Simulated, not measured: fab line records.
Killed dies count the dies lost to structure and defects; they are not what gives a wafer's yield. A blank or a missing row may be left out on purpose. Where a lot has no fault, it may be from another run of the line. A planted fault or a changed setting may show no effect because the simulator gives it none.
fab line records	flow n5_finfet
[record] lots = 5	wafers = 13	last_day = 19
route steps=1938 shown BEOL_M6@1251 BEOL_M7@1263 PASSIVATION@1936
lots that met no fault: from a run of the same line without faults
start_h: the number of hours between the record's first day and the start of the first shown wafer of the lot	wait_h: hours since the lot's step before	" as in the row above	L1.1+2: several wafers, shown together as one row	- either no value or no given start	* or withheld: withheld	< > ~ a bound
route shown NAME@n: NAME is a module with steps in the file, n the number in the route of the first one	usual: mean/standard deviation of fault-free wafers	same: alike in all rows	chamber/n: place in a boat	sites: the reading at each site	_std_site: the values' standard deviation	_edge_site: outer sites' mean less inner sites'	radius_mm: how far each site lies from the wafer's centre	mask NAME#n: copy n	behind: tool/chamber where the wafer was last shaped	hold: why the lot was held/for how many hours/how that ended	device: which transistor (n, p or np) failed to switch	end of line: the tests these same wafers got at the end of their route	step lacking rows: just its recipe	killed: dies lost to structure and defects at the first sort, not the wafer's yield	map: shows each die of a wafer: x if killed, . if not, _ if none is there
set.NAME: the setting as run; set.NAME@STEP: as run at that earlier step	model.NAME: the simulator's own value behind a step, which no gauge read
lots seen at some steps along the route; tables by step, rows by wafer
services: from which hour (start_h, from the record's first day; less than 0 if before it) a tool's chamber was out of use, for how many hours, and why
[[steps]]
[step N5_BEOL_M6_ALD_77]
[recipe] material = TaN	target_thk_a = 20	temp_c = 275	ald_precursor_family = PDMAT	ald_co_reactant = NH3	pressure_torr = 3	carrier_flow_sccm = 1500	pulse_time_s = 2	purge_time_s = 3	co_reactant_purge_time_s = 2	co_reactant_pulse_time_s = 3	ald_cycles = 40	precursor_vessel_temp_c = 75	precursor_vessel_pressure_torr = 26.25	precursor_vessel_carrier_sccm = 1000
[step N5_BEOL_M6_SURFACE_TREAT_79]
[recipe] gas = Ar	time_s = *	ion_energy_ev = *	ion_current_ma_cm2 = 0.5	pressure_mtorr = *	ar_flow_sccm = 30
[step N5_BEOL_M6_CVD_78]
[recipe] material = Co	target_thk_a = 20	temp_c = withheld	precursor = CCTBA/H2	pressure_torr = 30	time_s = 142.3
[step N5_BEOL_M6_SPUTTER_48]
[recipe] material = Cu	target_thk_a = 100	temp_c = -20	bias_v = 60	power_w = 26000	chamber_pressure_pa = 0.13	time_s = 1.667
[step N5_BEOL_M6_ECD_50]
[recipe] material = Cu	target_thk_a = 3000
[step N5_BEOL_M6_ANNEAL_51]
[recipe] temp_c = 225	time_s = 90	ambient = N2
[step N5_BEOL_M6_CMP_52]
[recipe] stop_on = SiCOH_lowk	t_overpolish_s = 6.9	down_force_psi = 1	platen_rpm = 50	clearing_platen_down_force_psi = 1.5	clearing_platen_rpm = 50	post_cmp_clean = cu_alkaline	target_thk_nm = 80	clearing_platen_pad_velocity_m_s = 0.99484	pad_velocity_m_s = 0.99484
[step N5_BEOL_M6_PRE_CLEAN_55]
[recipe] gas = NH3	time_s = 15	temp_c = withheld	rf_power_w = 300
[step N5_BEOL_M6_DEP_56]
[recipe] material = SiCN	target_thk_a = 100	temp_c = withheld	precursor = 3MS/NH3	pressure_torr = 3	rf_w = 202	time_s = 17.5
[step N5_BEOL_M7_ILD_DEP_00]
[recipe] material = SiCOH_lowk	target_thk_a = 1797.5	temp_c = 300	precursor = DEMS/porogen	pressure_torr = 5	rf_w = 500	time_s = 33.4
[usual] heater_power_outer_w = 148/25	heater_power_w = 319/43	showerhead_plenum_p_Torr = 5.739/0.012	showerhead_vpp_V = 1349/36	throttle_valve_pct = 13.6/0.77
lot.wafer	tool	chamber	start_h	wait_h	heater_power_outer_w	heater_power_w	showerhead_plenum_p_Torr	showerhead_vpp_V	throttle_valve_pct	model.SiCOH_lowk_of_BEOL_M7_ILD_DEP_00.thk_nm
L105.2	pecvd-04	1	228.66	0.0	89	234	5.731	1339	14.3	179.6
L105.5	"	2	"	"	200	392	5.724	1359	12.7	183.4
L105.6	"	1	"	"	94	250	5.729	1364	14.2	181.8
L113.1	pecvd-02	0	277.84	0.0	161	385	5.747	1330	13.9	178.2
L113.2	"	2	"	"	113	272	5.738	1355	13.7	178
L113.4	"	0	"	"	156	390	5.759	1325	13.9	180.4
L121.3	pecvd-02	0	329.47	0.0	162	393	5.751	1338	13.8	180.6
L121.4	"	1	"	"	143	278	5.737	1359	15.1	173.2
L121.6	"	2	"	"	140	300	5.715	1342	13.9	182.2
L124.4	pecvd-02	0	331.57	0.1	137	350	5.741	1330	13.8	172.8
L124.5	"	1	"	"	184	339	5.739	1374	14.9	182
L125.1	pecvd-02	2	358.78	0.0	149	313	5.735	1356	13.8	166.4
L125.5	"	1	"	"	137	269	5.735	1342	15.3	181.2
[step N5_BEOL_M7_CURE_74]
[recipe] temp_c = 385	time_s = 240	ambient = He/Ar	material = SiCOH_lowk
[step N5_BEOL_M7_THK_MEAS_01]
[recipe] reads = SiCOH_lowk_of_BEOL_M7_ILD_DEP_00
[usual] M7_ILD_THK = 155.1/1.8
lot.wafer	tool	chamber	start_h	wait_h	M7_ILD_THK[nm]
L105.2	film_metro-02	-	229.26	0.4	154.9
L105.5	"	-	"	"	158.1
L105.6	"	-	"	"	156.7
L113.1	film_metro-02	-	278.42	0.4	153.7
L113.2	"	-	"	"	153.6
L113.4	"	-	"	"	155.5
L121.3	film_metro-02	-	330.66	0.5	155.7
L121.4	"	-	"	"	149.3
L121.6	"	-	"	"	157.1
L124.4	film_metro-01	-	332.62	0.4	149.0
L124.5	"	-	"	"	157.0
L125.1	film_metro-02	-	359.36	0.4	143.4
L125.5	"	-	"	"	156.3
[step N5_BEOL_M7_PECVD_70]
[recipe] material = SiO2	target_thk_a = 200	temp_c = 400	precursor = TEOS/O2	pressure_torr = 5.5	rf_w = 450	teos_flow_sccm = 53.8	gas = O2	flow_sccm = 3000	time_s = 22.7
[step N5_BEOL_M7_HM_DEP_02]
[recipe] material = TiN	target_thk_a = 200	temp_c = 25	chamber_pressure_pa = 0.49996
[step N5_BEOL_M7_COAT_59]
[recipe] resist = SOC	temp_c = 250	time_s = 60	spin_rpm = 1500	resist_thk_nm = 100
[step N5_BEOL_M7_COAT_60]
[recipe] resist = SiARC	temp_c = 220	time_s = 60	spin_rpm = 1500	resist_thk_nm = 35
[step N5_BEOL_M7_COAT_05]
[recipe] resist = CAR-ArF	spin_rpm = 1500	resist_thk_nm = 90
[step N5_BEOL_M7_EBR_07]
[recipe] solvent = PGMEA	ebr_width_mm = 1.5
[step N5_BEOL_M7_SOFTBAKE_06]
[recipe] temp_c = 110	time_s = 60	resist = CAR-ArF
[step N5_BEOL_M7_EXPOSE_08]
[recipe] mask_id = M7	na = 1.35	source_shape = dipole	sigma_inner = 0.817	sigma_outer = 0.97	polarization = te	dose_mj = 68.25
[step N5_BEOL_M7_PEB_09]
[recipe] peb_temp_c = withheld	peb_time_s = 60	resist = CAR-ArF
[step N5_BEOL_M7_DEVELOP_10]
[recipe] develop_time_s = 30	developer = TMAH	resist = CAR-ArF	rinse_liquid = diw	dry = air_spin	dev_temp_c = 23
[step N5_BEOL_M7_DESCUM_16]
[recipe] chemistry = O2	time_s = 7.9	source_power_w = 50	bias_power_w = 20	pressure_mtorr = 20	rf_frequency_hz = 2.712e+07	temp_c = 40	resist = CAR-ArF	o2_flow_sccm = 225
[step N5_BEOL_M7_ETCH_61]
[recipe] chemistry = CF4	target = SiARC	target_depth_a = 455	mask_material = CAR-ArF	time_s = 75.8	ion_energy_ev = 80	pressure_mtorr = 40	source_w = 545	bias_w = 36	Ar_flow_sccm = 100	cf4_flow_sccm = 100	ends = cleared
[step N5_BEOL_M7_ETCH_62]
[recipe] chemistry = N2/H2	target = SOC	target_depth_a = 1100	overetch_a = 220	mask_material = SiARC	temp_c = 40	time_s = 165	ion_energy_ev = 200	pressure_mtorr = 30	source_w = 840	bias_w = 150	n2_flow_sccm = 200	h2_flow_sccm = 200
[step N5_BEOL_M7_STRIP_68]
[recipe] chemistry = N2/H2	temp_c = 40	n2_flow_sccm = 200	h2_flow_sccm = 200	rf_frequency_hz = 6e+07
[step N5_BEOL_M7_STRIP_67]
[recipe] chemistry = CF4	resist = SiARC	power_w = 300	bias_power_w = 75	pressure_mtorr = 50	cf4_flow_sccm = 150	rf_frequency_hz = 6e+07
[step N5_BEOL_M7_HM_OPEN_17]
[recipe] chemistry = Cl2/BCl3	target_depth_a = 200	overetch_a = 60	target = TiN	mask_material = SOC	ion_energy_ev = 150	pressure_mtorr = 10	icp_w = 1000	bias_w = 126	Cl2_flow_sccm = 53.25	bcl3_flow_sccm = 21.75	Ar_flow_sccm = 25
[step N5_BEOL_M7_STRIP_19]
[recipe] chemistry = O2	power_w = 400	temp_c = 40	pressure_mtorr = 30	rf_frequency_hz = 6e+07	bias_power_w = 0	overash_fraction = 0.2	o2_flow_sccm = 225
[step N5_BEOL_M7_COAT_63]
[recipe] resist = SOC	temp_c = 250	time_s = 60	spin_rpm = 1500	resist_thk_nm = 60
[step N5_BEOL_M7_COAT_64]
[recipe] resist = SiARC	temp_c = 220	time_s = 60	spin_rpm = 1500	resist_thk_nm = 12
[step N5_BEOL_M7_COAT_71]
[recipe] resist = underlayer	temp_c = 205	time_s = 60	spin_rpm = 1500	resist_thk_nm = 5
[step N5_BEOL_M7_COAT_22]
[recipe] resist = CAR-EUV	spin_rpm = 1500	resist_thk_nm = 30
[step N5_BEOL_M7_EBR_24]
[recipe] solvent = PGMEA	ebr_width_mm = 1.5
[step N5_BEOL_M7_SOFTBAKE_23]
[recipe] temp_c = 110	time_s = 60	resist = CAR-EUV
[step N5_BEOL_M7_CMP_52]
[recipe] stop_on = SiCOH_lowk	t_overpolish_s = 6.9	down_force_psi = 1	platen_rpm = 50	clearing_platen_down_force_psi = 1.5	clearing_platen_rpm = 50	post_cmp_clean = cu_alkaline	target_thk_nm = 80	clearing_platen_pad_velocity_m_s = 0.99484	pad_velocity_m_s = 0.99484
[usual] barrier_field_endpoint_s = 29.0/0.68	clearing_platen_down_force_psi = 1.500/0.0031	motor_current_A = 5.8/0.51	overpolish_run_s = 6.901/0.0084	slurry_filter_dp_kPa = 13.50/0.13	slurry_flow_ml_min = 150.0/0.43	time_to_endpoint_s = 61.7/2.6
lot.wafer	tool	chamber	start_h	wait_h	barrier_field_endpoint_s	clearing_platen_down_force_psi	motor_current_A	overpolish_run_s	slurry_filter_dp_kPa	slurry_flow_ml_min	time_to_endpoint_s	model.SiCOH_lowk_of_BEOL_M7_ILD_DEP_00.thk_nm
L105.2	cmp-02	2	238.06	0.3	29.9	1.504	6.0	6.908	13.44	149.4	62.1	151.8
L105.6	"	1	"	"	30.4	1.503	5.2	6.897	13.61	150.7	63.7	153.8
L105.5	"	2	"	"	29.7	1.505	6.2	6.890	13.18	150.2	60.9	155.2
L113.2	cmp-02	0	286.86	0.2	28.6	1.494	6.3	6.897	13.54	149.3	58.7	150.6
L113.4	"	1	"	"	29.3	1.503	5.2	6.886	13.60	149.8	60.4	152.6
L113.1	"	2	"	"	28.3	1.500	5.9	6.898	13.46	150.0	58.0	150.8
L124.4	cmp-02	2	337.99	0.2	28.3	1.497	6.0	6.912	13.59	150.1	61.4	146
L124.5	"	1	"	"	29.2	1.498	5.2	6.900	13.53	149.3	62.3	154
L121.4	cmp-01	2	338.16	0.3	28.6	1.503	5.8	6.899	13.52	150.1	62.0	146.4
L121.3	"	3	"	"	28.1	1.499	6.5	6.912	13.64	149.9	61.2	152.8
L121.6	"	3	"	"	28.4	1.500	7.0	6.899	13.28	149.9	61.6	154.2
L125.1	cmp-01	1	367.59	0.4	28.4	1.500	5.4	6.916	13.50	150.3	62.2	140.4
L125.5	"	3	"	"	28.7	1.498	6.5	6.895	13.48	149.6	62.2	153.4
[step N5_PASSIVATION_PROBE_49]
[usual] defect_limited_yield = 91.0/1.6	killed_at_M0_to_M3 = 35/11	killed_at_M4_up = 14/5.1	killed_at_contacts = 12/6.6	killed_at_front_end = 41/12	killed_at_other = 4/3	killed_dies = 107/19	killed_on_rim = 14/4.6	killed_open = 70/15	killed_short = 35/8.5	sort_bin_5_function = 5.3/1	sort_bin_6_memory = 3.4/0.73	sort_n_pass = 1073/19	sort_yield_pct = 91.0/1.6
[same] gross_dies = 1180	killed_at_back_side = 0	sort_bin_4_leakage[%] = 0	sort_bin_8_speed[%] = 0
lot.wafer	tool	chamber	start_h	wait_h	defect_limited_yield[%]	killed_at_M0_to_M3	killed_at_M4_up	killed_at_contacts	killed_at_front_end	killed_at_other	killed_dies	killed_on_rim	killed_open	killed_short	sort_bin_5_function[%]	sort_bin_6_memory[%]	sort_n_pass	sort_yield_pct[%]
L105.2	prober-01	-	319.08	0.1	92.8	23	12	12	34	4	85	8	55	29	4.4	2.7	1095	92.8
L105.5	prober-01	-	319.23	0.2	93.1	24	8	6	43	1	82	15	45	36	4.6	2.2	1098	93.1
L105.6	prober-01	-	319.28	0.3	91.8	27	4	10	54	2	97	16	64	31	5.0	3.0	1083	91.8
L113.1	prober-01	-	361.33	0.0	93.1	17	14	4	39	7	81	7	54	25	4.1	2.6	1099	93.1
L113.2	prober-01	-	361.38	0.1	89.4	38	10	10	65	2	125	12	78	46	5.6	4.7	1055	89.4
L113.4	prober-01	-	361.48	0.2	89.7	41	13	5	52	10	121	16	81	37	6.1	3.6	1059	89.7
L121.3	prober-01	-	407.13	0.1	90.3	45	14	15	35	5	114	20	79	35	5.4	3.5	1066	90.3
L121.4	prober-01	-	407.18	0.2	91.0	35	15	5	46	5	106	15	70	36	5.2	3.6	1074	91.0
L121.6	prober-01	-	407.28	0.3	90.6	30	14	11	54	2	111	16	59	46	5.7	3.0	1069	90.6
L124.4	prober-01	-	419.89	0.2	91.3	23	17	6	57	0	103	12	80	21	5.1	3.2	1077	91.3
L124.5	prober-01	-	419.94	0.2	93.5	26	12	6	30	3	77	10	59	18	3.7	2.7	1103	93.5
L125.1	prober-01	-	457.04	0.0	90.8	32	19	20	37	1	109	12	80	29	6.1	2.7	1071	90.8
L125.5	prober-01	-	457.24	0.2	91.8	33	17	18	26	3	97	16	59	36	4.1	4.0	1083	91.8
// killed by level:class
L105.2 MOL_CONTACT_COAG:geometric_particle:open=9 BEOL_M2:geometric_particle:open=6 BEOL_M3:geometric_particle:open=6 FIN_SAQP:geometric_particle:short=5 DUMMY_GATE:geometric_particle:open=4 STI_FIN_REVEAL:geometric_particle:open=4 GATE_CUT:geometric_particle:short=4 BEOL_M4:geometric_particle:open=4
L105.5 STI_FIN_REVEAL:geometric_particle:open=7 BEOL_M1:geometric_particle:open=7 FIN_SAQP:geometric_particle:open=5 FIN_SAQP:geometric_particle:short=5 MOL_CONTACT_COAG:geometric_particle:open=4 BEOL_M1:geometric_particle:short=4 BEOL_M2:geometric_particle:open=4 BEOL_M2:geometric_particle:short=4
L105.6 FIN_SAQP:geometric_particle:short=11 STI_FIN_REVEAL:geometric_particle:open=11 FIN_SAQP:geometric_particle:open=10 BEOL_M3:geometric_particle:open=8 MOL_CONTACT_COAG:geometric_particle:open=8 GATE_CUT:geometric_particle:short=6 BEOL_M0:geometric_particle:open=5 BEOL_M1:geometric_particle:open=4
L113.1 STI_FIN_REVEAL:geometric_particle:open=10 GATE_CUT:geometric_particle:short=6 BEOL_M4:geometric_particle:open=6 BEOL_M3:geometric_particle:open=5 FIN_SAQP:geometric_particle:short=4 BEOL_M5:geometric_particle:open=4 FIN_SAQP:geometric_particle:open=3 DUMMY_GATE:geometric_particle:open=3
L113.2 STI_FIN_REVEAL:geometric_particle:open=13 FIN_SAQP:geometric_particle:open=12 FIN_SAQP:geometric_particle:short=11 MOL_CONTACT_COAG:geometric_particle:open=10 GATE_CUT:geometric_particle:short=8 BEOL_M2:geometric_particle:open=6 BEOL_M0:geometric_particle:short=6 DUMMY_GATE:geometric_particle:open=5
L113.4 STI_FIN_REVEAL:geometric_particle:open=19 BEOL_M3:geometric_particle:open=14 FIN_SAQP:geometric_particle:short=10 FIN_SAQP:geometric_particle:open=9 BEOL_M0_SAQP:geometric_particle:open=8 BEOL_M2:geometric_particle:open=8 BEOL_M0_SAQP:geometric_particle:short=6 STI_FIN_REVEAL:geometric_particle:short=5
L121.3 MOL_CONTACT_COAG:geometric_particle:open=12 BEOL_M4:geometric_particle:open=11 BEOL_M0_SAQP:geometric_particle:short=9 BEOL_M0_SAQP:geometric_particle:open=9 BEOL_M0:geometric_particle:open=9 FIN_SAQP:geometric_particle:short=8 BEOL_M3:geometric_particle:open=8 STI_FIN_REVEAL:geometric_particle:open=7
L121.4 STI_FIN_REVEAL:geometric_particle:open=14 BEOL_M3:geometric_particle:open=12 BEOL_M2:geometric_particle:short=7 BEOL_M4:geometric_particle:open=7 FIN_SAQP:geometric_particle:open=6 DUMMY_GATE:geometric_particle:open=5 FIN_SAQP:geometric_particle:short=4 MOL_CONTACT_COAG:geometric_particle:open=4
L121.6 FIN_SAQP:geometric_particle:short=15 MOL_CONTACT_COAG:geometric_particle:open=10 STI_FIN_REVEAL:geometric_particle:open=8 STI_FIN_REVEAL:geometric_particle:short=7 BEOL_M4:geometric_particle:open=6 HKMG_FIN:area_etch=5 FIN_SAQP:geometric_particle:open=4 BEOL_M3:geometric_particle:short=4
L124.4 FIN_SAQP:geometric_particle:open=15 STI_FIN_REVEAL:geometric_particle:open=14 BEOL_M4:geometric_particle:open=11 FIN_SAQP:geometric_particle:short=9 BEOL_M3:geometric_particle:open=8 BEOL_M1:geometric_particle:open=7 MOL_CONTACT_COAG:geometric_particle:open=6 STARTING-WAFER:geometric_particle:open=5
L124.5 BEOL_M3:geometric_particle:open=12 FIN_SAQP:geometric_particle:open=11 BEOL_M4:geometric_particle:open=9 MOL_CONTACT_COAG:geometric_particle:open=6 GATE_CUT:geometric_particle:short=5 FIN_SAQP:geometric_particle:short=4 BEOL_M0_SAQP:geometric_particle:open=4 BEOL_M1:geometric_particle:open=4
L125.1 MOL_CONTACT_COAG:geometric_particle:open=16 BEOL_M4:geometric_particle:open=14 BEOL_M3:geometric_particle:open=11 STI_FIN_REVEAL:geometric_particle:open=9 FIN_SAQP:geometric_particle:open=6 DUMMY_GATE:geometric_particle:open=5 FIN_SAQP:geometric_particle:short=4 GATE_CUT:geometric_particle:open=4
L125.5 MOL_CONTACT_COAG:geometric_particle:open=13 GATE_CUT:geometric_particle:short=10 BEOL_M0_SAQP:geometric_particle:short=9 BEOL_M0_SAQP:geometric_particle:open=8 BEOL_M4:geometric_particle:open=8 BEOL_M3:geometric_particle:open=6 BEOL_M2:geometric_particle:open=5 MOL_CONTACT_COAG:geometric_particle:short=4
[[services]]
tool	chamber	start_h	hours	kind
pecvd-04	-	205.06	2.8	pm
cmp-02	-	208.98	4.9	pm
pecvd-02	-	217.60	2.5	repair
pecvd-04	0	228.16	5.5	scheduled_down
cmp-01	-	249.10	0.4	repair
cmp-01	-	251.39	2.2	repair
pecvd-02	1	251.49	5.0	scheduled_down
pecvd-04	-	251.81	1.5	repair
cmp-01	-	263.06	4.0	pm
cmp-01	-	267.06	-	consumable_replace:conditioner
cmp-01	-	267.06	-	consumable_replace:pad
pecvd-02	1	288.34	2.1	scheduled_down
pecvd-02	-	310.81	0.5	repair
cmp-02	-	313.46	4.0	pm
cmp-02	-	317.46	-	consumable_replace:conditioner
cmp-02	-	317.46	-	consumable_replace:pad
pecvd-04	0	328.19	19.8	repair
pecvd-04	2	349.28	2.9	repair
pecvd-04	-	359.94	3.2	repair
cmp-01	-	361.70	0.2	repair
cmp-02	-	363.83	0.7	repair
pecvd-04	2	364.51	5.5	scheduled_down
pecvd-02	1	365.53	5.5	scheduled_down
[[key]]
[first_sign] step = N5_BEOL_M7_THK_MEAS_01	reading = M7_ILD_THK	direction = down	sigmas = 4.4	usual = 155.1	struck = 147.2
effect none on later readings
[model_effect] step = N5_BEOL_M7_ILD_DEP_00	value = SiCOH_lowk_of_BEOL_M7_ILD_DEP_00.thk_nm	without = 179.1	struck = 170.8
[model_effect] step = N5_BEOL_M7_CMP_52	value = SiCOH_lowk_of_BEOL_M7_ILD_DEP_00.thk_nm	without = 151.5	struck = 144.3
met_at N5_BEOL_M7_ILD_DEP_00
struck_wafers L121.4,L124.4,L125.1
onset_between 277.84 329.47
[fault] kind = process_parameter_drift	tool = pecvd-02	chamber = -	onset_h = 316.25	steps = N5_BEOL_M7_ILD_DEP_00	channel = time_s	offset = *	shape = step	end_h = 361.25	scope = struck_wafers_only	acts_in = *	stated = *
